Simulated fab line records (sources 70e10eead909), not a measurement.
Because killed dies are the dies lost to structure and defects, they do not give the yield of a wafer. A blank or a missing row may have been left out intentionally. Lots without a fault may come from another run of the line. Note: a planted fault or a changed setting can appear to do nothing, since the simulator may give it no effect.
The tool behind it: which one? / flow nand harc / 38 wafers from 13 lots sampled at 5 of the route's 1302 steps

## WHAT THE GAUGES READ, wafer by wafer
NHARC_A_ONON_D2_THK_MEAS_14: measures by ellipsometry. Usual: 1001 nm for thk nm, sd 7.6.
lot=L700; measured=day 12 21:28; on=film metro-01; thk nm (nm)=995 993 995; flag=
lot=L701; measured=day 12 21:29; on=film metro-02; thk nm (nm)=1004 1003 1004; flag=
lot=L702; measured=day 13 18:50; on=film metro-02; thk nm (nm)=1007 1009 1009; flag=
lot=L704; measured=day 14 20:50; on=film metro-01; thk nm (nm)=1004 1004 1005; flag=
lot=L706; measured=day 15 19:55; on=film metro-01; thk nm (nm)=991 990; flag=
lot=L713; measured=day 18 12:49; on=film metro-02; thk nm (nm)=997 999 996; flag=
lot=L714; measured=day 18 23:50; on=film metro-01; thk nm (nm)=996 997 998; flag=
lot=L715; measured=day 19 06:34; on=film metro-01; thk nm (nm)=1008 1009 1009; flag=
lot=L718; measured=day 20 20:53; on=film metro-02; thk nm (nm)=996 995 994; flag=
lot=L719; measured=day 20 20:53; on=film metro-01; thk nm (nm)=1001 1002 1003; flag=
lot=L720; measured=day 21 12:32; on=film metro-01; thk nm (nm)=1002 1003 1003; flag=
lot=L722; measured=day 22 04:12; on=film metro-01; thk nm (nm)=1002 1003 1002; flag=
lot=L721; measured=day 22 04:14; on=film metro-02; thk nm (nm)=995 996 994; flag=

NHARC_A_ONON_D2_THK_MEAS_34: measures by ellipsometry. Usual: 200.3 nm for thk nm, sd 2.9.
lot=L700; measured=day 13 07:56; on=film metro-02; thk nm (nm)=204.1 202.3 203.3; flag=
lot=L701; measured=day 13 07:55; on=film metro-01; thk nm (nm)=197.2 205.2 202.6; flag=
lot=L702; measured=day 14 05:21; on=film metro-02; thk nm (nm)=199.5 201.2 206.9; flag=
lot=L704; measured=day 15 06:50; on=film metro-02; thk nm (nm)=197.9 199.6 205.6; flag=
lot=L706; measured=day 16 07:37; on=film metro-01; thk nm (nm)=193.6 199.2; flag=
lot=L713; measured=day 19 00:09; on=film metro-02; thk nm (nm)=200.8 202.5 200.5; flag=
lot=L714; measured=day 19 10:20; on=film metro-02; thk nm (nm)=200.4 200.6 201.8; flag=
lot=L715; measured=day 19 16:43; on=film metro-01; thk nm (nm)=197.1 199.6 200.2; flag=
lot=L718; measured=day 21 07:20; on=film metro-02; thk nm (nm)=197.5 206.3 203.5; flag=
lot=L719; measured=day 21 07:17; on=film metro-01; thk nm (nm)=197.0 199.2 198.8; flag=
lot=L720; measured=day 22 02:12; on=film metro-02; thk nm (nm)=200.7 203.4 200.8; flag=
lot=L722; measured=day 22 14:29; on=film metro-01; thk nm (nm)=200.2 200.6 201.1; flag=
lot=L721; measured=day 22 14:30; on=film metro-02; thk nm (nm)=196.7 195.4 198.7; flag=

NHARC_A_CHANNEL_HOLE_D2_CD_MEAS_18. Usual: 99.7 nm for cd nm, sd 2.9.
lot=L700; measured=day 13 14:49; on=cd sem-01; cd nm (nm)=99.5 101.5 104.8; flag=
lot=L701; measured=day 13 12:31; on=cd sem-02; cd nm (nm)=97.2 104.2 97.8; flag=
lot=L702; measured=day 14 09:22; on=cd sem-02; cd nm (nm)=96.1 99.2 99.6; flag=
lot=L704; measured=day 15 11:31; on=cd sem-01; cd nm (nm)=100.4 98.5 98.1; flag=
lot=L706; measured=day 16 11:49; on=cd sem-03; cd nm (nm)=97.5 101.4; flag=
lot=L713; measured=day 19 07:48; on=cd sem-02; cd nm (nm)=103.4 105.7 103.0; flag=
lot=L714; measured=day 19 15:14; on=cd sem-01; cd nm (nm)=103.0 95.4 97.0; flag=
lot=L715; measured=day 19 21:00; on=cd sem-03; cd nm (nm)=103.3 99.5 100.3; flag=
lot=L718; measured=day 21 14:35; on=cd sem-01; cd nm (nm)=98.5 101.7 103.9; flag=
lot=L719; measured=day 21 14:05; on=cd sem-03; cd nm (nm)=100.2 96.3 98.1; flag=
lot=L720; measured=day 22 08:25; on=cd sem-01; cd nm (nm)=96.6 100.9 91.2; flag=
lot=L722; measured=day 22 18:25; on=cd sem-01; cd nm (nm)=96.3 103.5 98.0; flag=
lot=L721; measured=day 22 18:37; on=cd sem-03; cd nm (nm)=101.4 101.1 99.9; flag=

NHARC_END_SORT_01. Usual: killed at array 57, standard deviation 20; killed at other 1.0, standard deviation 1.5; killed at periphery 3.5, standard deviation 2.5; killed dies 62, standard deviation 21; killed open 3.5, standard deviation 1.9; killed short 2.4, standard deviation 1.6.
lot=L704; measured=day 27 04:59; on=prober-02; killed at array=71 671 667; killed at other=1 0 1; killed at periphery=6 3 7; killed dies=78 674 675; killed open=2 3 3; killed short=1 3 2; flag=OFF
lot=L706; measured=day 27 19:49; on=prober-02; killed at array=58 664; killed at other=1 0; killed at periphery=3 3; killed dies=62 667; killed open=4 8; killed short=3 3; flag=OFF

## WHICH TOOL RAN EACH LOT (tool, then ch and the chambers of the sampled wafers, then the start)
lot=L700; NHARC_A_CHANNEL_HOLE_D2_ETCH_34=rie diel-12 ch 0,2,3, day 13 14:10
lot=L701; NHARC_A_CHANNEL_HOLE_D2_ETCH_34=rie diel-12 ch 0,1,3, day 13 11:50
lot=L702; NHARC_A_CHANNEL_HOLE_D2_ETCH_34=rie diel-05 ch 0,2, day 14 08:42
lot=L704; NHARC_A_CHANNEL_HOLE_D2_ETCH_34=rie diel-12 ch 0,2,3, day 15 10:52
lot=L706; NHARC_A_CHANNEL_HOLE_D2_ETCH_34=rie diel-12 ch 3, day 16 11:09
lot=L713; NHARC_A_CHANNEL_HOLE_D2_ETCH_34=rie diel-12 ch 0,1, day 19 07:07
lot=L714; NHARC_A_CHANNEL_HOLE_D2_ETCH_34=rie diel-05 ch 1,2, day 19 14:11
lot=L715; NHARC_A_CHANNEL_HOLE_D2_ETCH_34=rie diel-05 ch 1,2,3, day 19 20:11
lot=L718; NHARC_A_CHANNEL_HOLE_D2_ETCH_34=rie diel-05 ch 0,2,3, day 21 13:55
lot=L719; NHARC_A_CHANNEL_HOLE_D2_ETCH_34=rie diel-12 ch 0,3, day 21 13:25
lot=L720; NHARC_A_CHANNEL_HOLE_D2_ETCH_34=rie diel-12 ch 0,1,3, day 22 07:45
lot=L722; NHARC_A_CHANNEL_HOLE_D2_ETCH_34=rie diel-12 ch 1,2,3, day 22 17:44
lot=L721; NHARC_A_CHANNEL_HOLE_D2_ETCH_34=rie diel-05 ch 0,1,3, day 22 17:56
- NHARC_A_CHANNEL_HOLE_D2_ETCH_34: etches the open film in CF4/CHF3, target depth 154 nm, time 77 s.

## AS READ BY THE TOOLS THEMSELVES (means over the sampled wafers that have a number; for cases with no such wafer, the mark the record gives instead)
NHARC_A_CHANNEL_HOLE_D2_ETCH_34. Usual: drypump motor current A 5.6 A, standard deviation 0.37; oes product au 0.959 a.u., standard deviation 0.017; rf vpp V 370.4 V, standard deviation 2.2; showerhead plenum p Torr 1.57 Torr, standard deviation 0.063; throttle valve pct 16.804 %, standard deviation 0.0079.
lot=L700; tool=rie diel-12; drypump motor current A (A)=5.5; oes product au (a.u.)=0.933; rf vpp V (V)=369.9; showerhead plenum p Torr (Torr)=1.55; throttle valve pct (%)=16.805; flag=
lot=L701; tool=rie diel-12; drypump motor current A (A)=5.9; oes product au (a.u.)=0.974; rf vpp V (V)=370.8; showerhead plenum p Torr (Torr)=1.57; throttle valve pct (%)=16.811; flag=
lot=L702; tool=rie diel-05; drypump motor current A (A)=5.3; oes product au (a.u.)=0.949; rf vpp V (V)=371.7; showerhead plenum p Torr (Torr)=1.62; throttle valve pct (%)=16.812; flag=
lot=L704; tool=rie diel-12; drypump motor current A (A)=5.5; oes product au (a.u.)=0.902; rf vpp V (V)=370.4; showerhead plenum p Torr (Torr)=1.55; throttle valve pct (%)=16.802; flag=OFF
lot=L706; tool=rie diel-12; drypump motor current A (A)=5.9; oes product au (a.u.)=0.931; rf vpp V (V)=368.4; showerhead plenum p Torr (Torr)=1.51; throttle valve pct (%)=16.798; flag=
lot=L713; tool=rie diel-12; drypump motor current A (A)=6.0; oes product au (a.u.)=0.968; rf vpp V (V)=370.0; showerhead plenum p Torr (Torr)=1.58; throttle valve pct (%)=16.798; flag=
lot=L714; tool=rie diel-05; drypump motor current A (A)=5.6; oes product au (a.u.)=0.956; rf vpp V (V)=370.0; showerhead plenum p Torr (Torr)=1.56; throttle valve pct (%)=16.797; flag=
lot=L715; tool=rie diel-05; drypump motor current A (A)=5.7; oes product au (a.u.)=0.953; rf vpp V (V)=371.0; showerhead plenum p Torr (Torr)=1.59; throttle valve pct (%)=16.805; flag=
lot=L718; tool=rie diel-05; drypump motor current A (A)=5.7; oes product au (a.u.)=0.943; rf vpp V (V)=371.8; showerhead plenum p Torr (Torr)=1.60; throttle valve pct (%)=16.807; flag=
lot=L719; tool=rie diel-12; drypump motor current A (A)=5.8; oes product au (a.u.)=0.972; rf vpp V (V)=369.7; showerhead plenum p Torr (Torr)=1.55; throttle valve pct (%)=16.805; flag=
lot=L720; tool=rie diel-12; drypump motor current A (A)=5.9; oes product au (a.u.)=0.959; rf vpp V (V)=369.9; showerhead plenum p Torr (Torr)=1.57; throttle valve pct (%)=16.800; flag=
lot=L722; tool=rie diel-12; drypump motor current A (A)=5.8; oes product au (a.u.)=0.973; rf vpp V (V)=368.9; showerhead plenum p Torr (Torr)=1.52; throttle valve pct (%)=16.800; flag=
lot=L721; tool=rie diel-05; drypump motor current A (A)=5.6; oes product au (a.u.)=0.962; rf vpp V (V)=372.6; showerhead plenum p Torr (Torr)=1.64; throttle valve pct (%)=16.797; flag=

## THE ANSWER, worked out from the rows above alone
Rule: take the mean of a lot's wafers that have a number; if it is more than 3 standard deviations from the usual mean, the lot is off. Also off: a lot with no number at a reading for which 4 or more lots have one. Where the step has rows for the other lots, those lots are counted as sound. After the gauges, taken in route order, come the tools' own readings; for these a lot's mean is taken, as printed above. The first step at which some lot is off is used, and at that step the reading that is off furthest; a lot without a number counts as furthest.
Off: L704, L706, at NHARC_END_SORT_01 (killed at array). Neither off nor sound, because the step has no rows for them: L700, L701, L702, L713, L714, L715, L718, L719, L720, L722, L721.
A tool fits if, at a process step before that reading, it ran every lot that is off, and no sound lot after the first of them. Those tools and the gauges at NHARC_END_SORT_01 are tried in the same way. This does not decide it: 2 tools fit, namely rie diel-12 at NHARC_A_CHANNEL_HOLE_D2_ETCH_34 and prober-02 at NHARC_END_SORT_01.

## WHAT THE SIMULATOR HAD INSERTED
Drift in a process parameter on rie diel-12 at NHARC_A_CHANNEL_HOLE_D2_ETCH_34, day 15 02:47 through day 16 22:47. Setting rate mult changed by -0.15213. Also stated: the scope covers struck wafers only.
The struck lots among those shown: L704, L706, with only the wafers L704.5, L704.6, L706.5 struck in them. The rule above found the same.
